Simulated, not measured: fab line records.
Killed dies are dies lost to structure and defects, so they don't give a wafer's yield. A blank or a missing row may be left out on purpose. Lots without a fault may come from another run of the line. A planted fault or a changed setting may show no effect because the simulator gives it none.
Which tool is to blame? / flow nandHarc / Sampling: 6 lots, 18 wafers, 2 of 1302 route steps

## WHAT THE GAUGES READ, wafer by wafer
NHARC_P_STI_CD_MEAS_09: the cd target is 200 nm.
lot=L445; measured=day 3 07:37; on=cdSem-01; cdNm (nm)=199.6 200.3 198.5
lot=L448; measured=day 4 10:55; on=cdSem-01; cdNm (nm)=199.8 198.7 199.7
lot=L451; measured=day 5 18:29; on=cdSem-01; cdNm (nm)=201.9 203.1 201.7
lot=L454; measured=day 7 04:26; on=cdSem-03; cdNm (nm)=214.6 215.2 214.5
lot=L464; measured=day 11 06:17; on=cdSem-02; cdNm (nm)=203.9 201.2 201.9
lot=L466; measured=day 12 00:43; on=cdSem-02; cdNm (nm)=202.6 203.4 202.9

## EACH LOT AND THE TOOL THAT RAN IT (in order: tool; ch and the chambers of the sampled wafers; start)
lot=L445; NHARC_P_STI_EXPOSE_06=krfScanner-02 ch 0, day 3 07:28
lot=L448; NHARC_P_STI_EXPOSE_06=krfScanner-03 ch 0, day 4 10:46
lot=L451; NHARC_P_STI_EXPOSE_06=krfScanner-03 ch 0, day 5 18:20
lot=L454; NHARC_P_STI_EXPOSE_06=krfScanner-03 ch 0, day 7 04:17
lot=L464; NHARC_P_STI_EXPOSE_06=krfScanner-04 ch 0, day 11 06:08
lot=L466; NHARC_P_STI_EXPOSE_06=krfScanner-04 ch 0, day 12 00:34
- NHARC_P_STI_EXPOSE_06: exposes mask P STI, target cd 200 nm.

## THE ANSWER, worked out from the rows above alone
Rule: the lots themselves supply what counts as usual. Put in order of their means at a reading, lots are off if they are a third of the lots or fewer, leave a main group of 4 or more, and stand apart from it by a gap of 3 or more times the standard deviation of the main group's means; of several such gaps the widest counts. Not used: any main group whose means are identical at the precision the tables above print for the reading. A lot without any number at a reading at which 4 lots or more have one is off too. Where the step has rows for the other lots, those lots are counted as sound.
Off at NHARC_P_STI_CD_MEAS_09 (cdNm): L454. Mean 201.3 nm and standard deviation 1.5 in the main group.
If a tool, at a process step before that reading, ran all the lots that are off and no sound lot after the first of them, it fits. Those tools and the gauges at NHARC_P_STI_CD_MEAS_09 are tried in the same way. Can't be told from this: 2 tools fit, krfScanner-03 at NHARC_P_STI_EXPOSE_06, cdSem-03 at NHARC_P_STI_CD_MEAS_09.

## WHAT THE SIMULATOR HAD INSERTED
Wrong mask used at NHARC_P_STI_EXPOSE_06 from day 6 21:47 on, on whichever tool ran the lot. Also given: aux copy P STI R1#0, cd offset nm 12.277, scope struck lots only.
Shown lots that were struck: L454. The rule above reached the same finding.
